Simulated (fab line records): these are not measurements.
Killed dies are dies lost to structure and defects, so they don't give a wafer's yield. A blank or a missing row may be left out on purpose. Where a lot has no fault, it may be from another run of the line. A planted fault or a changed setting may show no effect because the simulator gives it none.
The tool behind it: which one? / flow n5 finfet / 11 lots with 33 wafers sampled at 5 steps, on a route of 1938 steps

WHAT THE GAUGES SHOWED, per wafer
The record holds no reading of a measuring or inspecting step that can be judged against a usual standard deviation.

WHICH TOOL RAN EACH LOT (tool, then ch and the chambers of the sampled wafers, then the start)
lot=L316; N5_GATE_CUT_STRIP_29=wet bench-03 ch 3,4,5, day 4 12:42; N5_MIM_TOP_ALD_02=ald hk-01 ch 0,3, day 13 12:39 or earlier; N5_PASSIVATION_VIA_ETCH_13=rie diel-06 ch 1,2, day 13 12:39; N5_PASSIVATION_DESCUM_46=rie diel-02 ch 0,3, day 13 16:16; N5_PASSIVATION_PROBE_49=-
lot=L317; N5_GATE_CUT_STRIP_29=wet bench-03 ch 1,2,3, day 4 20:24; N5_MIM_TOP_ALD_02=ald hk-01 ch 1,3, day 14 23:16 or earlier; N5_PASSIVATION_VIA_ETCH_13=rie diel-03 ch 2,3, day 14 23:16; N5_PASSIVATION_DESCUM_46=rie diel-04 ch 0,3, day 15 02:37; N5_PASSIVATION_PROBE_49=-
lot=L318; N5_GATE_CUT_STRIP_29=wet bench-06 ch 5,6,7, day 4 23:12; N5_MIM_TOP_ALD_02=ald hk-01 ch 1,2,3, day 15 04:19 or earlier; N5_PASSIVATION_VIA_ETCH_13=rie diel-03 ch 0,2,3, day 15 04:19; N5_PASSIVATION_DESCUM_46=rie diel-04 ch 0,1,3, day 15 07:47; N5_PASSIVATION_PROBE_49=-
lot=L320; N5_GATE_CUT_STRIP_29=wet bench-03 ch 0,6,7, day 5 13:17; N5_MIM_TOP_ALD_02=ald hk-01 ch 1,2,3, day 15 20:53 or earlier; N5_PASSIVATION_VIA_ETCH_13=rie diel-01 ch 1,2,3, day 15 20:53; N5_PASSIVATION_DESCUM_46=rie diel-05 ch 0,2,3, day 16 00:41; N5_PASSIVATION_PROBE_49=prober-02, day 16 03:44
lot=L321; N5_GATE_CUT_STRIP_29=wet bench-05 ch 3,6,7, day 5 19:20; N5_MIM_TOP_ALD_02=ald hk-03 ch 0,3, day 20 02:25 or earlier; N5_PASSIVATION_VIA_ETCH_13=rie diel-06 ch 1,2, day 20 02:25; N5_PASSIVATION_DESCUM_46=rie diel-05 ch 0,1, day 20 07:56; N5_PASSIVATION_PROBE_49=-
lot=L322; N5_GATE_CUT_STRIP_29=wet bench-03 ch 0,3,5, day 5 23:46; N5_MIM_TOP_ALD_02=ald hk-01 ch 0,2,3, day 16 09:28 or earlier; N5_PASSIVATION_VIA_ETCH_13=rie diel-01 ch 0,1, day 16 09:28; N5_PASSIVATION_DESCUM_46=rie diel-05 ch 0,2, day 16 12:53; N5_PASSIVATION_PROBE_49=prober-02, day 16 16:20
lot=L323; N5_GATE_CUT_STRIP_29=wet bench-03 ch 4,5,6, day 6 08:04; N5_MIM_TOP_ALD_02=ald hk-03 ch 1,2,3, day 16 10:05 or earlier; N5_PASSIVATION_VIA_ETCH_13=rie diel-03 ch 0,1,3, day 16 10:05; N5_PASSIVATION_DESCUM_46=rie diel-05 ch 0,2,3, day 16 13:59; N5_PASSIVATION_PROBE_49=prober-01, day 16 17:25
lot=L332; N5_GATE_CUT_STRIP_29=wet bench-06 ch 0,4,5, day 8 20:49; N5_MIM_TOP_ALD_02=ald hk-01 ch 0,1,2, day 18 10:43 or earlier; N5_PASSIVATION_VIA_ETCH_13=rie diel-01 ch 2,3, day 18 10:43; N5_PASSIVATION_DESCUM_46=rie diel-05 ch 0,2,3, day 18 14:28; N5_PASSIVATION_PROBE_49=-
lot=L334; N5_GATE_CUT_STRIP_29=wet bench-03 ch 3,6,7, day 9 09:50; N5_MIM_TOP_ALD_02=ald hk-03 ch 1,2,3, day 17 16:59 or earlier; N5_PASSIVATION_VIA_ETCH_13=rie diel-03 ch 0,1,3, day 17 16:59; N5_PASSIVATION_DESCUM_46=rie diel-05 ch 0,1,2, day 17 20:34; N5_PASSIVATION_PROBE_49=-
lot=L337; N5_GATE_CUT_STRIP_29=wet bench-03 ch 4,6,7, day 10 05:43; N5_MIM_TOP_ALD_02=ald hk-02 ch 0,1,2, day 20 19:49 or earlier; N5_PASSIVATION_VIA_ETCH_13=rie diel-03 ch 1,2, day 20 19:49; N5_PASSIVATION_DESCUM_46=rie diel-02 ch 0,2,3, day 20 23:16; N5_PASSIVATION_PROBE_49=-
lot=L336; N5_GATE_CUT_STRIP_29=wet bench-03 ch 5,6,7, day 10 11:28; N5_MIM_TOP_ALD_02=ald hk-01 ch 1,2,3, day 20 14:58 or earlier; N5_PASSIVATION_VIA_ETCH_13=rie diel-06 ch 0,2, day 20 14:58; N5_PASSIVATION_DESCUM_46=rie diel-02 ch 0,2,3, day 20 19:24; N5_PASSIVATION_PROBE_49=-
- N5_GATE_CUT_STRIP_29: strips in post etch residue remover, time 60 s.
- N5_MIM_TOP_ALD_02: deposits Al2O3, purge time 3 s, co reactant pulse time 3 s.
- N5_PASSIVATION_VIA_ETCH_13: etches SiO2 in CHF3/O2, target depth 660 nm, time 330 s.
- N5_PASSIVATION_DESCUM_46: chemistry O2, time 7.9 s.
- N5_PASSIVATION_PROBE_49

AS READ BY THE TOOLS THEMSELVES (means over the sampled wafers that have a number; for cases with no such wafer, the mark the record gives instead)
N5_MIM_TOP_ALD_02.
lot=L316; tool=ald hk-01; precursor pulse height rel=1.012
lot=L317; tool=ald hk-01; precursor pulse height rel=1.003
lot=L318; tool=ald hk-01; precursor pulse height rel=1.031
lot=L320; tool=ald hk-01; precursor pulse height rel=1.011
lot=L321; tool=ald hk-03; precursor pulse height rel=0.989
lot=L322; tool=ald hk-01; precursor pulse height rel=0.988
lot=L323; tool=ald hk-03; precursor pulse height rel=1.003
lot=L332; tool=ald hk-01; precursor pulse height rel=0.977
lot=L334; tool=ald hk-03; precursor pulse height rel=1.004
lot=L337; tool=ald hk-02; precursor pulse height rel=1.009
lot=L336; tool=ald hk-01; precursor pulse height rel=0.998

N5_PASSIVATION_VIA_ETCH_13.
lot=L316; tool=rie diel-06; bias w (W)=170.3; drypump motor current A (A)=5.6; etch rf on time s (s)=231; oes product au (a.u.)=0.78; rf vpp V (V)=526; showerhead plenum p Torr (Torr)=2.40; throttle valve pct (%)=18.78
lot=L317; tool=rie diel-03; bias w (W)=170.1; drypump motor current A (A)=5.1; etch rf on time s (s)=237; oes product au (a.u.)=0.69; rf vpp V (V)=531; showerhead plenum p Torr (Torr)=2.48; throttle valve pct (%)=19.02
lot=L318; tool=rie diel-03; bias w (W)=170.0; drypump motor current A (A)=5.3; etch rf on time s (s)=241; oes product au (a.u.)=0.67; rf vpp V (V)=528; showerhead plenum p Torr (Torr)=2.44; throttle valve pct (%)=19.07
lot=L320; tool=rie diel-01; bias w (W)=169.9; drypump motor current A (A)=6.2; etch rf on time s (s)=234; oes product au (a.u.)=0.73; rf vpp V (V)=525; showerhead plenum p Torr (Torr)=2.42; throttle valve pct (%)=19.01
lot=L321; tool=rie diel-06; bias w (W)=169.9; drypump motor current A (A)=5.6; etch rf on time s (s)=233; oes product au (a.u.)=0.72; rf vpp V (V)=525; showerhead plenum p Torr (Torr)=2.39; throttle valve pct (%)=18.86
lot=L322; tool=rie diel-01; bias w (W)=170.6; drypump motor current A (A)=6.5; etch rf on time s (s)=235; oes product au (a.u.)=0.66; rf vpp V (V)=525; showerhead plenum p Torr (Torr)=2.34; throttle valve pct (%)=19.18
lot=L323; tool=rie diel-03; bias w (W)=170.4; drypump motor current A (A)=5.7; etch rf on time s (s)=238; oes product au (a.u.)=0.67; rf vpp V (V)=522; showerhead plenum p Torr (Torr)=2.36; throttle valve pct (%)=18.92
lot=L332; tool=rie diel-01; bias w (W)=169.9; drypump motor current A (A)=6.3; etch rf on time s (s)=235; oes product au (a.u.)=0.74; rf vpp V (V)=526; showerhead plenum p Torr (Torr)=2.47; throttle valve pct (%)=19.10
lot=L334; tool=rie diel-03; bias w (W)=169.4; drypump motor current A (A)=5.7; etch rf on time s (s)=236; oes product au (a.u.)=0.75; rf vpp V (V)=522; showerhead plenum p Torr (Torr)=2.36; throttle valve pct (%)=18.79
lot=L337; tool=rie diel-03; bias w (W)=170.8; drypump motor current A (A)=5.4; etch rf on time s (s)=238; oes product au (a.u.)=0.63; rf vpp V (V)=528; showerhead plenum p Torr (Torr)=2.42; throttle valve pct (%)=18.96
lot=L336; tool=rie diel-06; bias w (W)=169.6; drypump motor current A (A)=6.4; etch rf on time s (s)=240; oes product au (a.u.)=0.68; rf vpp V (V)=520; showerhead plenum p Torr (Torr)=2.34; throttle valve pct (%)=19.08

N5_PASSIVATION_DESCUM_46.
lot=L316; tool=rie diel-02; drypump motor current A (A)=5.9; oes product au (a.u.)=0.89; rf vpp V (V)=243.6; showerhead plenum p Torr (Torr)=2.12; throttle valve pct (%)=20.28
lot=L317; tool=rie diel-04; drypump motor current A (A)=5.8; oes product au (a.u.)=0.90; rf vpp V (V)=243.5; showerhead plenum p Torr (Torr)=2.08; throttle valve pct (%)=20.12
lot=L318; tool=rie diel-04; drypump motor current A (A)=5.6; oes product au (a.u.)=0.91; rf vpp V (V)=243.8; showerhead plenum p Torr (Torr)=2.10; throttle valve pct (%)=20.10
lot=L320; tool=rie diel-05; drypump motor current A (A)=5.8; oes product au (a.u.)=0.78; rf vpp V (V)=243.9; showerhead plenum p Torr (Torr)=2.10; throttle valve pct (%)=20.30
lot=L321; tool=rie diel-05; drypump motor current A (A)=6.2; oes product au (a.u.)=0.69; rf vpp V (V)=242.6; showerhead plenum p Torr (Torr)=2.04; throttle valve pct (%)=20.51
lot=L322; tool=rie diel-05; drypump motor current A (A)=6.0; oes product au (a.u.)=0.78; rf vpp V (V)=243.0; showerhead plenum p Torr (Torr)=2.07; throttle valve pct (%)=20.36
lot=L323; tool=rie diel-05; drypump motor current A (A)=5.8; oes product au (a.u.)=0.78; rf vpp V (V)=242.8; showerhead plenum p Torr (Torr)=2.09; throttle valve pct (%)=20.31
lot=L332; tool=rie diel-05; drypump motor current A (A)=5.8; oes product au (a.u.)=0.86; rf vpp V (V)=243.4; showerhead plenum p Torr (Torr)=2.09; throttle valve pct (%)=20.23
lot=L334; tool=rie diel-05; drypump motor current A (A)=6.0; oes product au (a.u.)=0.79; rf vpp V (V)=242.4; showerhead plenum p Torr (Torr)=2.05; throttle valve pct (%)=20.27
lot=L337; tool=rie diel-02; drypump motor current A (A)=5.6; oes product au (a.u.)=0.84; rf vpp V (V)=243.2; showerhead plenum p Torr (Torr)=2.09; throttle valve pct (%)=20.43
lot=L336; tool=rie diel-02; drypump motor current A (A)=5.6; oes product au (a.u.)=0.86; rf vpp V (V)=243.0; showerhead plenum p Torr (Torr)=2.09; throttle valve pct (%)=20.44

N5_PASSIVATION_PROBE_49.
lot=L320; tool=prober-02; killed_at_M0_to_M3=26; killed_at_M4_up=9; killed at contacts=17; killed at front end=145; killed at other=3; killed dies=200; killed on rim=25; killed open=60; killed short=33
lot=L322; tool=prober-02; killed_at_M0_to_M3=32; killed_at_M4_up=11; killed at contacts=10; killed at front end=167; killed at other=4; killed dies=224; killed on rim=25; killed open=73; killed short=35
lot=L323; tool=prober-01; killed_at_M0_to_M3=36; killed_at_M4_up=13; killed at contacts=24; killed at front end=126; killed at other=6; killed dies=206; killed on rim=27; killed open=82; killed short=39

THE ANSWER, worked out from the rows above alone
Rule: what is usual is taken from the lots themselves. The widest of any qualifying gaps counts: lots, ordered by their means at a reading, are off when they make up no more than a third of the lots, leave a main group of 4 or more, and stand apart from it by 3 or more times the standard deviation of that group's means. If all means in a main group match to the digits the tables above print for the reading, that group is not used. A lot without any number at a reading at which 4 lots or more have one is off too. Where the step has rows for the other lots, those lots are counted as sound. After the gauges, taken in route order, come the tools' own readings; for these a lot's mean is taken, as printed above. The first step at which some lot is off is used, and at that step the reading that is off furthest; a lot without a number counts as furthest.
No lot is off on any of the readings shown, so nothing can be concluded from this.

WHAT WAS PUT IN BY THE SIMULATOR
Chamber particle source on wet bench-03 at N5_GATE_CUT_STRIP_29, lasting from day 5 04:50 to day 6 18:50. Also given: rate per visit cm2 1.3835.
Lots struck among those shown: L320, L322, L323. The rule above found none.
